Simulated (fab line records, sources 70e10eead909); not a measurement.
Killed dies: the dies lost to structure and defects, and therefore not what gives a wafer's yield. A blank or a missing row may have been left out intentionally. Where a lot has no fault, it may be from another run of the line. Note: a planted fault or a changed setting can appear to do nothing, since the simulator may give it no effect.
Tool commonality check | flow nandHarc | 8 lots, 24 wafers sampled

## WHY THIS WAS OPENED
Flagged at NHARC_END_SORT_01: reading killedAtArray, on 2 of 8 lots. Fault-free wafers read 59, with a standard deviation of 20.
Rule: flag the lot when none of its wafers has a number, or when each of its wafers that has one lies beyond 4 standard deviations from that mean. The other lots count as sound.

lot  | measured     | on        | killedAtArray, wafer by wafer | flag
L160 | day 27 10:31 | prober-02 | 674 674 672                   | FLAGGED
L159 | day 27 21:34 | prober-01 | 677 676 676                   | FLAGGED
L165 | day 29 17:32 | prober-01 | 59 72 72                      | 
L169 | day 31 18:07 | prober-01 | 62 71 60                      | 
L168 | day 31 18:52 | prober-02 | 40 53 54                      | 
L174 | day 33 13:10 | prober-01 | 50 44 61                      | 
L173 | day 33 13:53 | prober-02 | 55 59 74                      | 
L175 | day 34 06:50 | prober-02 | 45 50 53                      | 
On average the flagged lots' numbers are 675, which is +616 against the usual, or +31 standard deviations.

## LOT BY LOT: THE TOOL USED
The record holds 2 process steps before the reading, out of a route of 1302 steps. Cell contents, in order: the tool; ch with the chambers the sampled wafers went through; the start.
lot  | flag    | NHARC_A_M0_DEGAS_28         | NHARC_A_M0_PVD_21
L160 | FLAGGED | pvdSputter-03, day 25 20:46 | pvdSputter-03, day 25 21:01
L159 | FLAGGED | pvdSputter-03, day 26 03:43 | pvdSputter-03, day 26 03:58
L165 |         | pvdSputter-02, day 28 03:02 | pvdSputter-02, day 28 03:15
L169 |         | pvdSputter-02, day 30 01:50 | pvdSputter-02, day 30 02:04
L168 |         | pvdSputter-03, day 30 03:38 | pvdSputter-03, day 30 03:55
L174 |         | pvdSputter-02, day 31 21:13 | pvdSputter-02, day 31 21:26
L173 |         | pvdSputter-03, day 31 22:07 | pvdSputter-03, day 31 22:20
L175 |         | pvdSputter-03, day 32 15:49 | pvdSputter-03, day 32 16:02
What these steps do:
- NHARC_A_M0_DEGAS_28: time 60 s.
- NHARC_A_M0_PVD_21: deposits Cu, target thk 30 nm, time 20.49 s.
- NHARC_END_SORT_01

## FLAGGED AGAINST TOTAL, ONE TOOL AT A TIME (gauges that did the reading follow at the end)
step                | tool          | lots run | flagged | share of the flagged lots | sound lots run after its first flagged lot
NHARC_A_M0_DEGAS_28 | pvdSputter-02 | 3        | 0       | none                      | -
NHARC_A_M0_DEGAS_28 | pvdSputter-03 | 5        | 2       | all                       | 3 (L168,L173,L175)
NHARC_A_M0_PVD_21   | pvdSputter-02 | 3        | 0       | none                      | -
NHARC_A_M0_PVD_21   | pvdSputter-03 | 5        | 2       | all                       | 3 (L168,L173,L175)
NHARC_END_SORT_01   | prober-01     | 4        | 1       | some                      | 3 (L165,L169,L174)
NHARC_END_SORT_01   | prober-02     | 4        | 1       | some                      | 3 (L168,L173,L175)

## WHAT THE TABLE ALLOWS
pvdSputter-03 at NHARC_A_M0_DEGAS_28 and pvdSputter-03 at NHARC_A_M0_PVD_21 are the 2 rows of the table that ran each flagged lot.
- pvdSputter-03 at NHARC_A_M0_DEGAS_28: 2 of its 5 lots flagged. Sound lots followed the first flagged one (L168, L173, L175) on it, something a lasting fault affecting the whole tool could not allow.
- pvdSputter-03 at NHARC_A_M0_PVD_21: 2 of its 5 lots flagged. Sound lots followed the first flagged one (L168, L173, L175) on it, something a lasting fault affecting the whole tool could not allow. On the flagged lots its readings are blank where sound lots have values: cathodeDcPowerW, chamberPressurePa, throttleValvePct.
Every row of the table either missed a flagged lot or ran a sound lot after the first.

## WHAT THE SIMULATOR HAD PUT IN
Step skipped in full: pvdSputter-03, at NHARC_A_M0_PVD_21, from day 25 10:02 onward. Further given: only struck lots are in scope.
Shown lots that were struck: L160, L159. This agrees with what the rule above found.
